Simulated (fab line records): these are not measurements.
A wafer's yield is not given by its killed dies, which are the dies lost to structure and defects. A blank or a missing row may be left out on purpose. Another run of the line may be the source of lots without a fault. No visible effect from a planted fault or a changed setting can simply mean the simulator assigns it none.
Problem report, 8D (eight disciplines) form, completed by code ; flow n5 finfet ; the parts of the form that need people (team, actions taken, sign-off) are left out

1. WHAT IS WRONG
Mean of spin speed rpm at N5_MOL_CONTACT_COAG_COAT_76: 1579.2 rpm across 6 wafers in 2 lots; on wafers with no fault it is 1500.2 rpm (standard deviation 0.88). Measured from the usual mean, that is +90 standard deviations.
The step: time 60 s, resist thk 10 nm.
First seen on wafer L219.1, day 7 05:46, on litho track-01. The record holds 18 wafers of 6 lots with a number at this step. The rule behind "out" and "out of limits": a value lying over 4 standard deviations away from the usual mean. The rest of the wafers with a number are treated as sound.

2. WHAT THIS IS AND IS NOT
question;is;is not
which readings at this step;spin speed rpm;heater power total W
which lots;L219, L220;L211, L216, L231, L233
which wafers of those lots;all that have a number;-
read on which tools;litho track-01;litho track-02, litho track-05
when;from day 7 05:46;"up to then (6 sound wafers); but 6 sound wafers of L231, L233 came after"

3. WHAT RULES OUT EACH SUSPECT
Counting: any tool at a process step up to the reading is kept as a suspect provided that every lot that is out went through it and no sound lot did after the first of them.
- cmp-02 at N5_MOL_CONTACT_COAG_CMP_23 (polishes, stops on SiO2, t overpolish 1.5 s, target thk 0 nm): ruled out as a lasting fault. Sound lots L231 ran on it after its first lot that is out, L219 (day 7 02:31).
- ald sin-04 at N5_MOL_CONTACT_COAG_ALD_27 (deposits SiOC, target thk 17 nm, pulse time 1.5 s, time 2720 s): kept. It ran every lot that is out, first L219 (day 7 03:19), and no sound lot after that.
- litho track-01 at N5_MOL_CONTACT_COAG_COAT_76 (time 60 s, resist thk 10 nm): kept. All lots that are out passed through it, beginning with L219 at day 7 05:46, and no sound lot followed; its final sound lot before that point was L216 at day 6 14:50. Out on those wafers are its own readings of spin speed rpm.
What counting leaves: ald sin-04 at N5_MOL_CONTACT_COAG_ALD_27 and litho track-01 at N5_MOL_CONTACT_COAG_COAT_76.

4. THE CAUSE (what the simulator had put in)
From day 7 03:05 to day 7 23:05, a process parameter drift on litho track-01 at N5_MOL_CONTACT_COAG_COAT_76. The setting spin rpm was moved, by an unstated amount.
Counting leaves 2 suspects; this tool is one of them.

5. THE CHAIN OF EFFECTS, in route order
Rows list readings where the struck wafers' mean (over those with a number) sits beyond 3 standard deviations from the usual. Only readings for which the record gives a usual standard deviation are gone through. hours: the time from each lot's start at the first step in this table that gives one to its start at this step, as a median over the lots. sigmas: the change in usual standard deviations.
hours;step;reading;usual;on struck wafers;change;sigmas
0;N5_MOL_CONTACT_COAG_COAT_76;spin speed rpm;1500.2 rpm;1579.2;+79.0;+90
It contains these process steps:
- N5_MOL_CONTACT_COAG_COAT_76: time 60 s, resist thk 10 nm.
At these later measuring or inspecting steps, every struck wafer for which the step has a row has a number for every such reading, and none has moved that far: N5_MOL_CONTACT_COAG_CD_MEAS_84, N5_MOL_CONTACT_COAG_OVL_MEAS_85, N5_MOL_CONTACT_COAG_INSPECT_57.

6. WHAT WOULD HAVE CAUGHT IT SOONER
3 hours passed between the start of the fault at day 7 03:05 and the first reading out of limits in this record, taken at day 7 05:46.
